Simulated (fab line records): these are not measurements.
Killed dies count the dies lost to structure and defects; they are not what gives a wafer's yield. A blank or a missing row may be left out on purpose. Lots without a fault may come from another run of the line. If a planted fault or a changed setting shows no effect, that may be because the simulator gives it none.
A lot that was struck, set against a sound lot :: flow nandHarc :: 13 steps out of a route of 1159
Sound: the wafers L440.2, L440.3, L440.6. Struck: wafers L451.4, L451.5 (left out: L451.1, a lot-mate that was not struck); the cause follows at the end.
At each step with rows: each side's tool, then ch and its chambers, then its first start. Under that, the readings that differ: sound wafers :: struck wafers :: difference of the means :: sigmas: that difference in standard deviations of wafers without a fault.
alike: readings whose means differ by less than 2 such deviations, and words and numbers that are the same on both sides. not compared: withheld readings, readings that some wafer has no value for, bounds like >300 that may hide the same value, and numbers for which the record gives no deviation and whose values overlap.
Wherever a step has rows on one side only, a row that says differs or no value, or a row with sigmas, the two part there. Numbers that have no deviation but don't overlap get no sigmas and don't part them. Lack of a reading on every wafer of one side parts them only where that side has two or more wafers.

NHARC_A_STAIRCASE_STRIP_446: strips in O2.
  sound on plasmaAsher-02 ch 0,1, day 14 10:56; struck on plasmaAsher-02 ch 0, day 17 06:21
  alike: drypumpMotorCurrentA, heaterPowerW
  not compared: rfHoursCounterH
then, 3 steps without rows for these wafers: NHARC_A_STAIRCASE_STRIP_447 (strips in SPM, time 900 s); NHARC_A_STAIRCASE_PRECLEAN_448 (cleans in SC1); NHARC_A_STAIRCASE_SRD_449.
NHARC_A_STAIRCASE_CMP_450: polishes SiO2, target thk 200 nm.
  sound on cmp-04 ch 2,3, day 14 11:46; struck on cmp-03 ch 3, day 17 07:06
  alike: motorCurrentA, slurryFilterDpKPa
NHARC_A_STAIRCASE_CMP_152: polishes.
  sound on cmp-04 ch 2,3, day 14 11:50; struck on cmp-03 ch 3, day 17 07:11
reading: slurryFilterDpKPa (kPa)
sound: 13.18 13.32 13.53
struck: 13.81 13.55
difference: +0.34
sigmas: +3
  alike: motorCurrentA
then, 2 steps without rows for these wafers: NHARC_A_STAIRCASE_SRD_154; NHARC_A_STAIRCASE_ETCH_403 (etches SiO2 in dHF, target depth 108.2 nm).
NHARC_A_STAIRCASE_ETCHBACK_422: etches the open film in CH3F/O2, target depth 40 nm, time 74.286 s.
  sound on rieDiel-11 ch 1,2,3, day 14 12:17; struck on rieDiel-09 ch 2, day 17 07:38
  alike: drypumpMotorCurrentA, oesProductAu, rfVppV, showerheadPlenumPTorr, throttleValvePct
  not compared: rfHoursCounterH
then, 1 step without rows for these wafers: NHARC_A_STAIRCASE_ETCH_423 (etches SiO2 in dHF, target depth 30 nm).
NHARC_A_STAIRCASE_ETCHBACK_157: etches the open film in CH3F/O2, target depth 90 nm, time 167.14 s.
  sound on rieDiel-11 ch 1,2,3, day 14 12:41; struck on rieDiel-09 ch 0, day 17 08:01
reading: drypumpMotorCurrentA (A)
sound: 5.7 5.8 5.7
struck: 4.8 4.8
difference: -0.9
sigmas: -3

reading: oesProductAu (a.u.)
sound: 0.981 0.988 0.977
struck: 0.778 0.771
difference: -0.208
sigmas: -7
  alike: rfVppV, showerheadPlenumPTorr, throttleValvePct
  not compared: rfHoursCounterH
NHARC_A_STAIRCASE_STRIP_475: strips in O2, time 20 s.
  sound on rieDiel-11 ch 2,3; struck on rieDiel-09 ch 3
  alike: drypumpMotorCurrentA, oesProductAu, rfVppV, showerheadPlenumPTorr, throttleValvePct
  not compared: rfHoursCounterH
-- break in the record here, with 9 days between the starts of the struck wafers on either side (left off in module A_STAIRCASE, picked up again in module END, where the first step shown is number 1159 on the route) --
NHARC_END_SORT_01:
  only the struck wafers appear in the record here, on prober-02 ch 0 at day 26 00:47; the sound ones have no rows

WHERE THEY PART
Last at NHARC_END_SORT_01 as far as this record goes, first at NHARC_A_STAIRCASE_CMP_152.

WHY: whatever the simulator had introduced
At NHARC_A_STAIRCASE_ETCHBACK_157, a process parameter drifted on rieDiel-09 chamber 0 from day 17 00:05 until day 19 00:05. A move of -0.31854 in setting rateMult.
